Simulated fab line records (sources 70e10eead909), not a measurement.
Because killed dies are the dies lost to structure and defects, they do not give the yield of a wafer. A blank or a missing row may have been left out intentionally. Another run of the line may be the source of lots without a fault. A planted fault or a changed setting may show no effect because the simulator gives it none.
Comparing a struck lot with a sound one + flow nand harc + 14 out of 1302 route steps
Sound: these wafers, L466.1, L466.3, L466.4. The struck wafers were L467.1, L467.4, L467.5. At the end, the cause is stated.
Per side, at each step with rows, come the tool, then ch with its chambers, and then its first start. Under that, the readings that differ: sound wafers + struck wafers + difference of the means + sigmas: that difference in standard deviations of wafers without a fault.
alike: readings whose means differ by less than 2 such deviations, and words and numbers that are the same on both sides. not compared: withheld readings, readings that some wafer has no value for, bounds like >300 that may hide the same value, and numbers for which the record gives no deviation and whose values overlap.
The two part at a step that has a row with sigmas, a row that says differs or no value, or rows on one side only. Numbers that don't overlap but have no deviation are shown without sigmas and don't part them. A reading missing from all wafers of one side parts the sides only when that side holds two or more wafers.

first, 2 steps without rows for these wafers: NHARC_A_CHANNEL_FILL_D1_ANNEAL_17 (time 1800 s); NHARC_A_CHANNEL_FILL_D1_CVD_18 (deposits poly-Si, target thk 3 nm).
NHARC_A_CHANNEL_FILL_D1_ETCHBACK_19: etches the open film in HBr/Cl2, target depth 5 nm, time 1.7 s.
  sound on rie si-04 ch 0,2, day 9 22:39; struck on rie si-05 ch 1,3, day 10 14:08
  alike: drypump motor current A, oes product au, throttle valve pct
  not compared: rf hours counter h
NHARC_A_CHANNEL_FILL_D1_ETCHBACK_20: etches the open film in C4F8/O2/Ar, target depth 27 nm, time 13.5 s.
  sound on rie diel-13 ch 0,1,2, day 9 22:48; struck on rie diel-07 ch 0,2,3, day 10 14:16
| reading               | sound          | struck         | difference | sigmas |
|-----------------------|----------------|----------------|------------|--------|
| oes product au (a.u.) | 0.99 0.99 1.02 | 0.91 0.90 0.92 | -0.09      | -2     |
  alike: rf vpp V
  not compared: rf hours counter h
NHARC_A_CHANNEL_FILL_D1_STRIP_28: strips in O2, time 20 s.
  sound on rie diel-13 ch 0,1,3, day 9 22:53; struck on rie diel-07 ch 0,2, day 10 14:22
| reading               | sound             | struck            | difference | sigmas |
|-----------------------|-------------------|-------------------|------------|--------|
| oes product au (a.u.) | 1.007 0.993 1.016 | 0.979 0.980 0.972 | -0.028     | -2     |
  alike: chamber pressure mTorr, drypump motor current A, rf vpp V, showerhead plenum p Torr, throttle valve pct
  not compared: rf hours counter h
then, 4 steps without rows for these wafers: NHARC_A_CHANNEL_FILL_D1_PRECLEAN_21 (cleans in dHF, time 30 s); NHARC_A_CHANNEL_FILL_D1_SRD_23; NHARC_A_CHANNEL_FILL_D1_CVD_05 (deposits poly-Si, target thk 5 nm); NHARC_A_CHANNEL_FILL_D1_ANNEAL_22 (time 7200 s).
NHARC_A_CHANNEL_FILL_D1_ALD_25: deposits SiOx, target thk 60 nm, pulse time 10 s, ald cycles 600.
  sound on ald hk-01 ch 0,1,3, day 10 11:34; struck on ald hk-01 ch 1,3, day 11 02:39
  alike: heater power w, precursor pulse height rel
NHARC_A_CHANNEL_FILL_D1_ETCHBACK_08: etches the open film in C4F8, target depth 220 nm, time 110 s.
  sound on rie diel-03 ch 0,1,2; struck on rie diel-07 ch 0,2
  alike: oes product au, rf vpp V
  not compared: rf hours counter h
NHARC_A_CHANNEL_FILL_D1_STRIP_29: strips in O2, time 20 s.
  sound on rie diel-03 ch 1,2,3, day 10 16:38; struck on rie diel-07 ch 1,2, day 11 07:46
  no value came back on the struck wafers for any of 8 readings (bias w (W), chamber pressure mTorr (mTorr) and others); on the sound wafers bias w (W) reads 0 0 0
then, 1 step without rows for these wafers: NHARC_A_CHANNEL_FILL_D1_PRECLEAN_30 (cleans in dHF, time 30 s).
-- the record jumps here: 14 days lie between the struck wafers' starts before and after (it left off in module A_CHANNEL_FILL_D1 and takes up again in module END, whose first step shown is number 1302 of the route) --
NHARC_END_SORT_01:
  sound on prober-01 ch 0, day 24 17:40; struck on prober-01 ch 0, day 25 09:07
| reading         | sound    | struck   | difference | sigmas |
|-----------------|----------|----------|------------|--------|
| killed at array | 80 86 93 | 45 56 66 | -31        | -3     |
| killed dies     | 89 88 97 | 59 65 71 | -26        | -2     |
  alike: killed at other, killed at periphery, killed open, killed short

## WHERE THEY PART
At NHARC_A_CHANNEL_FILL_D1_ETCHBACK_20 first; at NHARC_END_SORT_01 last (within this record only).

WHY: what the simulator had put in
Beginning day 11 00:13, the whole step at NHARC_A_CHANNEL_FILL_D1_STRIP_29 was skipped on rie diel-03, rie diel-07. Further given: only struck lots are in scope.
